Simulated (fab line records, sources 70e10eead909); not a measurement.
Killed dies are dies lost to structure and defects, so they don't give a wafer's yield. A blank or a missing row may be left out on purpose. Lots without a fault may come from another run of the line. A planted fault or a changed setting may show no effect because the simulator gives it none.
Which tool did it? | flow nand_harc | 12 lots, 36 wafers sampled, at 5 steps of a route of 1302

WHAT THE GAUGES READ, wafer by wafer
NHARC_P_ZERO_WELL_CD_MEAS_24: target cd 720 nm.
lot  | measured     | on        | cd_nm (nm)
L131 | day 2 08:36  | cd_sem-01 | 719.7 721.4 720.9
L133 | day 3 04:28  | cd_sem-03 | 719.1 719.5 719.9
L142 | day 6 22:46  | cd_sem-01 | 718.1 719.8 720.1
L143 | day 7 08:40  | cd_sem-02 | 723.0 722.0 723.1
L144 | day 7 18:31  | cd_sem-01 | 716.5 717.4 717.2
L146 | day 8 14:29  | cd_sem-02 | 720.4 720.1 719.7
L148 | day 9 10:30  | cd_sem-03 | 721.0 720.2 720.1
L149 | day 9 20:20  | cd_sem-02 | 721.1 721.2 721.6
L150 | day 10 06:34 | cd_sem-02 | 721.2 719.5 720.0
L151 | day 10 19:45 | cd_sem-03 | 720.7 722.8 721.6
L152 | day 11 02:49 | cd_sem-02 | 720.7 720.9 719.5
L153 | day 11 12:20 | cd_sem-01 | 722.0 722.0 723.4

NHARC_P_ZERO_WELL_CD_MEAS_37: target cd 720 nm.
lot  | measured     | on        | cd_nm (nm)
L131 | day 2 10:14  | cd_sem-03 | 720.7 721.8 719.2
L133 | day 3 05:58  | cd_sem-02 | 727.7 716.3 716.4
L142 | day 7 00:57  | cd_sem-02 | 718.7 721.8 720.4
L143 | day 7 10:19  | cd_sem-01 | 719.2 718.1 719.3
L144 | day 7 20:08  | cd_sem-03 | 720.0 720.0 720.7
L146 | day 8 16:00  | cd_sem-02 | 718.3 717.8 718.8
L148 | day 9 12:02  | cd_sem-03 | 718.2 719.9 719.0
L149 | day 9 21:51  | cd_sem-02 | 719.5 720.1 719.0
L150 | day 10 08:07 | cd_sem-03 | 721.1 718.5 719.5
L151 | day 10 21:23 | cd_sem-03 | 719.3 720.1 719.7
L152 | day 11 04:28 | cd_sem-02 | 719.7 720.7 722.4
L153 | day 11 13:50 | cd_sem-01 | 719.5 719.3 718.5

NHARC_P_ZERO_WELL_CD_MEAS_52: target cd 2000 nm.
lot  | measured     | on        | cd_nm (nm)
L131 | day 2 11:58  | cd_sem-03 | 1999.7 1998.2 2000.6
L133 | day 3 07:37  | cd_sem-03 | 2003.0 2002.1 2002.0
L142 | day 7 02:35  | cd_sem-02 | 1998.7 2000.0 2001.2
L143 | day 7 11:58  | cd_sem-02 | 2000.3 2000.6 2002.4
L144 | day 7 21:39  | cd_sem-03 | 2002.2 1999.3 1999.1
L146 | day 8 17:31  | cd_sem-03 | 1998.1 1999.0 1999.8
L148 | day 9 13:33  | cd_sem-03 | 1999.0 2002.1 1999.2
L149 | day 9 23:23  | cd_sem-02 | 2000.4 1998.8 1998.8
L150 | day 10 09:46 | cd_sem-03 | 2002.0 2002.8 2003.0
L151 | day 10 22:55 | cd_sem-01 | 1999.3 1999.7 1998.9
L152 | day 11 05:58 | cd_sem-01 | 2001.1 1999.7 2001.4
L153 | day 11 15:23 | cd_sem-02 | 1999.3 2001.3 2000.8

WHICH TOOL RAN EACH LOT (tool, then ch and the chambers of the sampled wafers, then the start)
lot  | NHARC_P_ZERO_WELL_EXPOSE_34       | NHARC_P_ZERO_WELL_DESCUM_39
L131 | krf_scanner-04 ch 0, day 2 10:05  | rie_diel-05 ch 0,1, day 2 10:29
L133 | krf_scanner-01 ch 0, day 3 05:49  | rie_diel-09 ch 0,2,3, day 3 06:07
L142 | krf_scanner-01 ch 0, day 7 00:47  | rie_diel-05 ch 0,1,3, day 7 01:07
L143 | krf_scanner-04 ch 0, day 7 10:10  | rie_diel-01 ch 0,1,3, day 7 10:30
L144 | krf_scanner-02 ch 0, day 7 19:59  | rie_diel-01 ch 0,1,2, day 7 20:18
L146 | krf_scanner-02 ch 0, day 8 15:50  | rie_diel-01 ch 0,1,2, day 8 16:10
L148 | krf_scanner-02 ch 0, day 9 11:53  | rie_diel-05 ch 0,1,2, day 9 12:12
L149 | krf_scanner-02 ch 0, day 9 21:41  | rie_diel-01 ch 0,1, day 9 22:01
L150 | krf_scanner-02 ch 0, day 10 07:58 | rie_diel-05 ch 0,1,2, day 10 08:18
L151 | krf_scanner-01 ch 0, day 10 21:14 | rie_diel-01 ch 1,3, day 10 21:34
L152 | krf_scanner-04 ch 0, day 11 04:19 | rie_diel-01 ch 2,3, day 11 04:37
L153 | krf_scanner-04 ch 0, day 11 13:41 | rie_diel-05 ch 0,1,3, day 11 14:02
- NHARC_P_ZERO_WELL_EXPOSE_34: exposes mask P PWELL, target cd 720 nm.
- NHARC_P_ZERO_WELL_DESCUM_39: chemistry O2, time 3 s.

WHAT THE TOOLS THEMSELVES READ (means of the sampled wafers that have a number; where no wafer has one, the mark that the record gives instead)
NHARC_P_ZERO_WELL_DESCUM_39.
lot  | tool        | chamber_pressure_mTorr (mTorr) | drypump_motor_current_A (A) | o2_flow_sccm (sccm) | oes_product_au (a.u.) | rf_vpp_V (V) | showerhead_plenum_p_Torr (Torr) | throttle_valve_pct (%)
L131 | rie_diel-05 | 59.98                          | 5.5                         | 199.9               | 0.997                 | 58.3         | 1.96                            | 11.324
L133 | rie_diel-09 | 59.99                          | 5.8                         | 199.5               | 1.004                 | 57.3         | 1.92                            | 11.315
L142 | rie_diel-05 | 60.03                          | 5.8                         | 200.2               | 0.998                 | 57.9         | 1.96                            | 11.309
L143 | rie_diel-01 | 59.98                          | 5.7                         | 199.4               | 0.990                 | 57.8         | 1.87                            | 11.312
L144 | rie_diel-01 | 60.05                          | 5.8                         | 199.7               | 1.008                 | 57.2         | 1.86                            | 11.306
L146 | rie_diel-01 | 59.95                          | 5.8                         | 200.2               | 0.993                 | 57.1         | 1.86                            | 11.310
L148 | rie_diel-05 | 59.97                          | 5.3                         | 199.5               | 0.999                 | 58.2         | 1.91                            | 11.312
L149 | rie_diel-01 | 60.06                          | 5.3                         | 200.1               | 1.002                 | 57.7         | 1.86                            | 11.309
L150 | rie_diel-05 | 60.03                          | 5.3                         | 199.9               | 0.999                 | 57.7         | 1.91                            | 11.304
L151 | rie_diel-01 | 60.01                          | 6.2                         | 200.3               | 0.995                 | 58.6         | 1.94                            | 11.315
L152 | rie_diel-01 | 59.95                          | 6.2                         | 200.2               | 1.004                 | 57.0         | 1.79                            | 11.314
L153 | rie_diel-05 | 60.02                          | 5.8                         | 199.9               | 0.985                 | 57.0         | 1.95                            | 11.308

THE ANSWER, worked out from the rows above alone
Rule: what is usual is taken from the lots themselves. Put in order of their means at a reading, lots are off if they are a third of the lots or fewer, leave a main group of 4 or more, and stand apart from it by a gap of 3 or more times the standard deviation of the main group's means; of several such gaps the widest counts. A main group whose means are all the same, to the digits that the tables above print for the reading, isn't used. A lot without any number at a reading at which 4 lots or more have one is off too. The other lots that the step has rows for count as sound. The gauges are gone through in route order, then the tools' own readings, and for those a lot's mean is taken as printed above. The first step at which some lot is off is used, and at that step the reading that is off furthest; a lot without a number counts as furthest.
No lot is off at any reading shown: from this, nothing can be told.

WHAT THE SIMULATOR HAD PUT IN
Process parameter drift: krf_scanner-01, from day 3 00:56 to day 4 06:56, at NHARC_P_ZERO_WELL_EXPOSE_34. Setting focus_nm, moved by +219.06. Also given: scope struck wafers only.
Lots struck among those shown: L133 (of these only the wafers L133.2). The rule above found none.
